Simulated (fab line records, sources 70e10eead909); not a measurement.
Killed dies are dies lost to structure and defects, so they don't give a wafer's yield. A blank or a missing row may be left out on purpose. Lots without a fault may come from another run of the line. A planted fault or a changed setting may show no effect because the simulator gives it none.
fab line records | flow nand_harc
record lots=11 wafers=33 last_day=33
route steps=1302 shown A_CHANNEL_HOLE_D2@592 A_CHANNEL_FILL_D2@612 END@1302
lots that met no fault: from a run of the same line without faults
start_h: hours from the record's first day to the start of the lot's first wafer shown | wait_h: hours since the lot's step before | " the same as in the row above | L1.1+2: a row that stands for several wafers | - no value, or no start given | * or withheld: withheld | < > ~ a bound
route shown NAME@n: a module of which the file shows steps, and the number in the route of the first | usual: mean/standard deviation of fault-free wafers | same: alike in all rows | chamber/n: place in a boat | sites: the reading at each site | _std_site: their standard deviation | _edge_site: outer sites' mean less inner sites' | radius_mm: how far each site lies from the wafer's centre | mask NAME#n: copy n | behind: the tool/chamber that last shaped the wafer | hold: why the lot was held/for how many hours/how that ended | device: the transistor (n, p or np) that didn't switch | end of line: the same wafers' tests at the end of the route | a step without rows: its recipe alone | killed: dies lost to structure and defects at the first sort, not the wafer's yield | map: a wafer's dies, x killed, . not, _ none there
set.NAME: the setting as run; set.NAME@STEP: as run at that earlier step | model.NAME: the simulator's own value behind a step, which no gauge read
steps of the route over a sample of lots; a table a step, a row a wafer
services: from which hour (start_h, from the record's first day; less than 0 if before it) a tool's chamber was out of use, for how many hours, and why
## steps
# step NHARC_A_CHANNEL_HOLE_D2_ETCH_20
# recipe bias_v=3000 source_w=withheld pressure_mtorr=20 time_s=361.9 ar_flow_sccm=375 c4f8_flow_sccm=89.3 o2_flow_sccm=35.7 temp_c=-20 target_depth_a=16000 chemistry=C4F8/O2/Ar
# usual drypump_motor_current_A=5.6/0.36 o2_flow_sccm=35.69/0.1 showerhead_plenum_p_Torr=3.69/0.12 throttle_valve_pct=32.156/0.0098
# columns lot.wafer tool chamber start_h wait_h drypump_motor_current_A o2_flow_sccm rf_hours_counter_h showerhead_plenum_p_Torr throttle_valve_pct
L232.2 har_etch-01 1 305.90 0.1 5.4 35.73 160 3.69 32.158
L232.1 " 0 " " 5.2 35.76 160 3.67 32.138
L232.4 " 0 " " 5.2 35.62 - 3.67 32.161
L233.4 har_etch-01 0 324.97 0.2 5.1 35.73 - 3.67 32.164
L233.3 " 1 " " 5.4 35.83 - 3.69 32.155
L233.5 " 1 " " 5.4 35.70 - 3.69 32.153
L234.1 har_etch-02 1 330.46 0.1 6.1 35.75 376 3.45 32.171
L234.4 " 0 " " 5.6 35.61 - 3.66 32.166
L234.3 " 1 " " 6.1 35.69 - 3.45 32.145
L236.2 har_etch-02 1 349.11 0.1 6.1 35.69 387 3.44 32.146
L236.3 " 1 " " 6.1 35.64 - 3.44 32.166
L236.5 " 1 " " 6.1 35.58 - 3.44 32.162
L237.3 har_etch-01 1 368.25 0.2 5.4 35.53 - 3.67 32.162
L237.5 " 1 " " 5.4 35.62 - 3.67 32.159
L237.6 " 0 " " 5.2 35.77 - 3.65 32.155
L240.3 har_etch-02 0 402.37 0.2 5.6 35.74 - 3.64 32.160
L240.5 " 0 " " 5.6 35.69 - 3.64 32.165
L240.6 " 1 " " 6.1 35.65 - 3.93 32.154
L242.2 har_etch-02 0 410.83 0.1 5.6 35.78 8 3.64 32.157
L242.6 " 0 " " 5.6 35.92 - 3.64 32.153
L242.5 " 1 " " 6.2 35.79 - 3.93 32.173
L243.3 har_etch-02 1 417.13 0.2 6.1 35.60 - 3.93 32.159
L243.6 " 0 " " 5.6 35.71 - 3.64 32.166
L243.5 " 1 " " 6.1 35.63 - 3.93 32.152
L250.1 har_etch-02 0 486.16 0.1 5.6 35.68 57 3.61 32.150
L250.2 " 1 " " 6.1 35.71 57 3.90 32.165
L250.5 " 1 " " 6.1 35.62 - 3.90 32.148
L252.2 har_etch-01 1 509.05 0.1 5.4 35.77 283 3.63 32.161
L252.3 " 1 " " 5.4 35.63 - 3.63 32.155
L252.4 " 0 " " 5.2 35.74 - 3.60 32.173
L253.2 har_etch-02 0 519.87 0.1 5.6 35.65 72 3.61 32.166
L253.3 " 1 " " 6.1 35.66 - 3.89 32.146
L253.6 " 0 " " 5.6 35.62 - 3.61 32.138
# step NHARC_A_CHANNEL_HOLE_D2_ETCH_22
# recipe bias_v=3000 source_w=withheld pressure_mtorr=20 time_s=666.7 ar_flow_sccm=375 c4f8_flow_sccm=89.3 o2_flow_sccm=35.7 temp_c=-20 target_depth_a=16000 chemistry=C4F8/O2/Ar
# usual drypump_motor_current_A=5.6/0.35 o2_flow_sccm=35.69/0.094 showerhead_plenum_p_Torr=3.68/0.12 throttle_valve_pct=32.155/0.0089
# columns lot.wafer tool chamber start_h wait_h drypump_motor_current_A o2_flow_sccm rf_hours_counter_h showerhead_plenum_p_Torr throttle_valve_pct
L232.2 har_etch-01 1 306.65 0.4 5.4 35.77 161 3.69 32.154
L232.1 " 0 " " 5.2 35.52 161 3.67 32.145
L232.4 " 0 " " 5.1 35.73 - 3.67 32.132
L233.4 har_etch-01 0 325.82 0.4 5.1 35.65 - 3.67 32.152
L233.3 " 1 " " 5.4 35.82 - 3.69 32.148
L233.5 " 1 " " 5.4 35.78 - 3.69 32.137
L234.1 har_etch-02 1 331.26 0.4 6.1 35.64 377 3.45 32.164
L234.4 " 0 " " 5.6 35.74 - 3.66 32.163
L234.3 " 1 " " 6.1 35.73 - 3.45 32.154
L236.2 har_etch-02 1 349.91 0.4 6.1 35.93 388 3.44 32.172
L236.3 " 1 " " 6.1 35.62 - 3.44 32.153
L236.5 " 1 " " 6.1 35.88 - 3.44 32.160
L237.3 har_etch-01 1 369.09 0.4 5.4 35.61 - 3.67 32.155
L237.5 " 1 " " 5.4 35.66 - 3.67 32.157
L237.6 " 0 " " 5.2 35.54 - 3.65 32.149
L240.3 har_etch-02 0 403.22 0.4 5.6 35.70 - 3.64 32.149
L240.5 " 0 " " 5.6 35.72 - 3.64 32.166
L240.6 " 1 " " 6.1 35.71 - 3.93 32.137
L242.2 har_etch-02 0 411.58 0.4 5.6 35.86 9 3.64 32.161
L242.6 " 0 " " 5.6 35.79 - 3.64 32.157
L242.5 " 1 " " 6.1 35.70 - 3.93 32.161
L243.3 har_etch-02 1 418.01 0.4 6.1 35.53 - 3.93 32.155
L243.6 " 0 " " 5.6 35.62 - 3.64 32.151
L243.5 " 1 " " 6.1 35.56 - 3.93 32.150
L250.1 har_etch-02 0 486.92 0.4 5.6 35.62 58 3.62 32.155
L250.2 " 1 " " 6.1 35.69 58 3.90 32.142
L250.5 " 1 " " 6.1 35.74 - 3.90 32.163
L252.2 har_etch-01 1 509.81 0.4 5.4 35.71 284 3.63 32.163
L252.3 " 1 " " 5.4 35.59 - 3.63 32.165
L252.4 " 0 " " 5.2 35.80 - 3.60 32.157
L253.2 har_etch-02 0 520.67 0.4 5.6 35.71 73 3.61 32.165
L253.3 " 1 " " 6.1 35.79 - 3.89 32.152
L253.6 " 0 " " 5.7 35.77 - 3.61 32.179
# step NHARC_A_CHANNEL_HOLE_D2_ETCH_25
# recipe bias_v=5000 source_w=withheld pressure_mtorr=20 time_s=1040.2 ar_flow_sccm=375 c4f8_flow_sccm=93.8 o2_flow_sccm=31.2 temp_c=-20 target_depth_a=15000 chemistry=C4F8/O2/Ar
# usual drypump_motor_current_A=5.6/0.35 o2_flow_sccm=31.20/0.097 showerhead_plenum_p_Torr=3.68/0.12 throttle_valve_pct=32.235/0.009
# columns lot.wafer tool chamber start_h wait_h drypump_motor_current_A o2_flow_sccm rf_hours_counter_h showerhead_plenum_p_Torr throttle_valve_pct
L232.2 har_etch-01 1 308.69 0.6 5.4 31.14 163 3.69 32.234
L232.1 " 0 " " 5.2 31.05 163 3.67 32.217
L232.4 " 0 " " 5.2 31.18 - 3.66 32.240
L233.4 har_etch-01 0 327.94 0.7 5.2 31.18 - 3.66 32.221
L233.3 " 1 " " 5.4 31.03 - 3.68 32.237
L233.5 " 1 " " 5.4 31.17 - 3.68 32.254
L234.1 har_etch-02 1 333.35 0.7 6.1 31.22 379 3.44 32.233
L234.4 " 0 " " 5.6 31.09 - 3.65 32.224
L234.3 " 1 " " 6.1 31.13 - 3.44 32.234
L236.2 har_etch-02 1 351.97 0.6 6.1 31.25 390 3.44 32.226
L236.3 " 1 " " 6.1 31.12 - 3.44 32.235
L236.5 " 1 " " 6.1 31.15 - 3.44 32.236
L237.3 har_etch-01 1 371.23 0.7 5.4 31.37 - 3.67 32.248
L237.5 " 1 " " 5.4 31.30 - 3.67 32.226
L237.6 " 0 " " 5.2 31.21 - 3.65 32.237
L240.3 har_etch-02 0 405.34 0.7 5.6 31.21 - 3.64 32.234
L240.5 " 0 " " 5.6 31.24 - 3.64 32.234
L240.6 " 1 " " 6.1 31.25 - 3.92 32.256
L242.2 har_etch-02 0 413.60 0.6 5.6 31.37 11 3.64 32.241
L242.6 " 0 " " 5.6 31.39 - 3.64 32.236
L242.5 " 1 " " 6.1 31.32 - 3.92 32.228
L243.3 har_etch-02 1 420.20 0.7 6.1 31.22 - 3.92 32.236
L243.6 " 0 " " 5.6 31.20 - 3.63 32.250
L243.5 " 1 " " 6.1 31.11 - 3.92 32.243
L250.1 har_etch-02 0 488.94 0.6 5.6 31.44 60 3.61 32.238
L250.2 " 1 " " 6.1 31.09 60 3.89 32.255
L250.5 " 1 " " 6.1 31.19 - 3.89 32.239
L252.2 har_etch-01 1 511.85 0.6 5.4 31.14 286 3.62 32.232
L252.3 " 1 " " 5.4 31.10 - 3.62 32.236
L252.4 " 0 " " 5.2 31.39 - 3.60 32.228
L253.2 har_etch-02 0 522.75 0.7 5.6 31.15 75 3.60 32.225
L253.3 " 1 " " 6.1 31.19 - 3.89 32.231
L253.6 " 0 " " 5.6 31.32 - 3.60 32.234
# step NHARC_A_CHANNEL_HOLE_D2_INSPECT_40
# usual raw_defect_count=259/76
# columns lot.wafer tool chamber start_h wait_h raw_defect_count
L232.1 defect_inspect-02 - 311.49 - 294
L232.2 " - " " 312
L232.4 " - " " 224
L233.3 defect_inspect-01 - 330.45 - 194
L233.4 " - " " 261
L233.5 " - " " 308
L234.1 defect_inspect-02 - 336.01 - 345
L234.3 " - " " 277
L234.4 " - " " 220
L236.2 defect_inspect-02 - 354.62 - 308
L236.3 " - " " 202
L236.5 " - " " 293
L237.3 defect_inspect-01 - 373.76 - 205
L237.5 " - " " 225
L237.6 " - " " 206
L240.3 defect_inspect-02 - 408.02 - 325
L240.5 " - " " 240
L240.6 " - " " 206
L242.2 defect_inspect-02 - 416.40 - 638
L242.5 " - " " 515
L242.6 " - " " 517
L243.3 defect_inspect-02 - 422.57 - 619
L243.5 " - " " 623
L243.6 " - " " 549
L250.1 defect_inspect-01 - 491.76 - 183
L250.2 " - " " 308
L250.5 " - " " 148
L252.2 defect_inspect-01 - 514.67 - 310
L252.3 " - " " 389
L252.4 " - " " 514
L253.2 defect_inspect-02 - 525.42 - 253
L253.3 " - " " 339
L253.6 " - " " 237
# step NHARC_A_CHANNEL_FILL_D2_ALD_02
# recipe target_thk_a=60 pulse_time_s=10 ald_cycles=60 temp_c=300 material=SiO2
# usual heater_power_w=476/47 precursor_pulse_height_rel=0.999/0.022
# columns lot.wafer tool chamber start_h wait_h heater_power_w precursor_pulse_height_rel
L232.4 ald_hk-04 0 311.69 - 533 1.021
L232.1 " 1 " " 474 0.997
L232.2 " 3 " " 507 1.004
L233.4 ald_hk-03 1 330.79 - 451 0.991
L233.3 " 2 " " 446 0.985
L233.5 " 0 " " 428 1.016
L234.1 ald_hk-02 0 336.91 - 543 0.999
L234.4 " 1 " " 480 1.021
L234.3 " 2 " " 486 1.013
L236.3 ald_hk-04 1 357.39 - 454 1.022
L236.2 " 2 " " 482 1.014
L236.5 " 0 " " 522 1.013
L237.3 ald_hk-02 2 374.10 - 455 0.952
L237.5 " 0 " " 503 1.006
L237.6 " 1 " " 505 0.979
L240.3 ald_hk-03 2 408.42 - 440 0.998
L240.6 " 3 " " 554 0.988
L240.5 " 0 " " 396 1.030
L242.2 ald_hk-03 1 416.67 - 445 0.960
L242.5 " 0 " " 418 1.016
L242.6 " 1 " " 449 1.010
L243.3 ald_hk-02 0 423.08 - 512 0.993
L243.6 " 2 " " 469 1.016
L243.5 " 3 " " 414 0.984
L250.1 ald_hk-04 1 492.03 - 442 1.002
L250.2 " 2 " " 511 1.021
L250.5 " 0 " " 521 1.033
L252.2 ald_hk-03 0 514.93 - 397 0.987
L252.3 " 1 " " 449 1.002
L252.4 " 2 " " 442 0.991
L253.2 ald_hk-03 3 525.61 - 571 0.991
L253.3 " 0 " " 405 1.027
L253.6 " 3 " " 566 1.007
# step NHARC_END_SORT_01
# recipe temp_c=25
# usual killed_at_array=55/19 killed_at_other=0.8/1.1 killed_at_periphery=4.0/2.6 killed_dies=60/20 killed_open=3.4/1.7 killed_short=2.6/1.5
# same gross_dies=677
# columns lot.wafer tool chamber start_h wait_h killed_at_array killed_at_other killed_at_periphery killed_dies killed_open killed_short
L242.2 prober-01 0 675.39 2.8 114 2 0 116 2 3
L242.5 prober-01 0 677.79 3.7 93 2 3 98 2 3
L242.6 prober-01 0 678.59 4.0 109 1 3 113 3 0
L243.3 prober-01 0 684.05 3.1 103 0 3 106 5 3
L243.5 prober-01 0 685.66 3.7 109 1 0 110 3 2
L243.6 prober-01 0 686.47 4.0 127 0 4 131 2 1
# killed by level:class
L242.2 A_CHANNEL_HOLE_D2:unspecified=76 A_SLIT:chamber_film_flake=22 A_CONTACT:chamber_film_flake=6 A_CHANNEL_HOLE_D1:chamber_film_flake=2 THIN_TSV:chamber_film_flake=2 A_CHANNEL_HOLE_D1:geometric_particle:open=1 A_DECK1_JOINT:geometric_particle:short=1 A_ONON_D2:geometric_particle:short=1
L242.5 A_CHANNEL_HOLE_D2:unspecified=55 A_SLIT:chamber_film_flake=27 A_CHANNEL_HOLE_D1:chamber_film_flake=4 A_STAIRCASE:chamber_film_flake=3 THIN_TSV:chamber_film_flake=2 P_GATE:geometric_particle:open=1 P_M0:geometric_particle:short=1 A_DECK1_JOINT:geometric_particle:open=1
L242.6 A_CHANNEL_HOLE_D2:unspecified=70 A_SLIT:chamber_film_flake=22 A_CHANNEL_HOLE_D1:chamber_film_flake=7 A_CONTACT:chamber_film_flake=4 P_STI:chamber_film_flake=2 A_CHANNEL_FILL_D1:chamber_film_flake=2 A_CHANNEL_HOLE_D1:geometric_particle:open=1 A_CHANNEL_FILL_D1:geometric_particle:open=1
L243.3 A_CHANNEL_HOLE_D2:unspecified=52 A_SLIT:chamber_film_flake=26 A_CHANNEL_HOLE_D2:chamber_film_flake=6 A_STAIRCASE:chamber_film_flake=5 A_CHANNEL_FILL_D2:chamber_film_flake=3 P_M2:chamber_film_flake=2 A_CHANNEL_HOLE_D1:chamber_film_flake=2 A_ONON_D1:geometric_particle:open=1
L243.5 A_CHANNEL_HOLE_D2:unspecified=54 A_SLIT:chamber_film_flake=27 A_CHANNEL_HOLE_D2:chamber_film_flake=10 A_CHANNEL_HOLE_D1:chamber_film_flake=6 A_STAIRCASE:chamber_film_flake=3 A_CONTACT:chamber_film_flake=2 A_ONON_D2:geometric_particle:short=1 A_CHANNEL_FILL_D2:geometric_particle:open=1
L243.6 A_CHANNEL_HOLE_D2:unspecified=69 A_SLIT:chamber_film_flake=33 A_CHANNEL_HOLE_D1:chamber_film_flake=7 A_CHANNEL_HOLE_D2:chamber_film_flake=4 A_STAIRCASE:chamber_film_flake=4 A_WL_FILL:chamber_film_flake=3 A_DECK1_JOINT:chamber_film_flake=2 A_CHANNEL_FILL_D2:chamber_film_flake=2
## services
# columns tool chamber start_h hours kind
ald_hk-03 - 325.75 1.5 repair
ald_hk-02 - 348.00 10.0 pm
ald_hk-02 0 348.00 10.0 vent_cycle
ald_hk-02 1 348.00 10.0 vent_cycle
ald_hk-02 2 348.00 10.0 vent_cycle
ald_hk-02 3 348.00 10.0 vent_cycle
har_etch-02 - 381.02 17.0 pm
har_etch-02 0 381.02 17.0 vent_cycle
har_etch-02 1 381.02 17.0 vent_cycle
ald_hk-03 - 390.56 10.0 pm
ald_hk-03 0 390.56 10.0 vent_cycle
ald_hk-03 1 390.56 10.0 vent_cycle
ald_hk-03 2 390.56 10.0 vent_cycle
ald_hk-03 3 390.56 10.0 vent_cycle
har_etch-02 0 398.02 - clean
har_etch-02 0 398.02 - consumable_replace:focus_ring
har_etch-02 1 398.02 - clean
har_etch-02 1 398.02 - consumable_replace:focus_ring
har_etch-02 1 398.02 - consumable_replace:showerhead
ald_hk-03 0 400.56 - clean
ald_hk-03 1 400.56 - clean
ald_hk-03 2 400.56 - clean
ald_hk-03 3 400.56 - clean
ald_hk-02 - 460.87 2.7 repair
## key
first_sign step=NHARC_A_CHANNEL_HOLE_D2_INSPECT_40 reading=raw_defect_count direction=up sigmas=4.2 usual=259 struck=577
effect step=NHARC_END_SORT_01 reading=killed_at_array direction=up sigmas=2.8 usual=55 struck=109
more_kills_born_at NHARC_A_CHANNEL_HOLE_D2_ETCH_22@har_etch-02=374
met_at NHARC_A_CHANNEL_HOLE_D2_ETCH_22
struck_lots L242,L243
tester_left_out L242,L243
not_acting_at NHARC_A_CHANNEL_HOLE_D2_ETCH_20,NHARC_A_CHANNEL_HOLE_D2_ETCH_25,NHARC_A_CHANNEL_FILL_D2_ALD_02
onset_between 403.22 411.58
fault kind=chamber_particle_source tool=har_etch-02 chamber=- onset_h=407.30 steps=NHARC_A_CHANNEL_HOLE_D2_ETCH_22 rate_per_visit_cm2=0.59601 end_h=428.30
# tester_left_out: of these lots the tester's yield and bins aren't shown, on N5 and GAA mostly nor the transistor test; their killed dies are dies lost to structure and defects alone, not to doping, threshold or leakage, so they don't give the yield
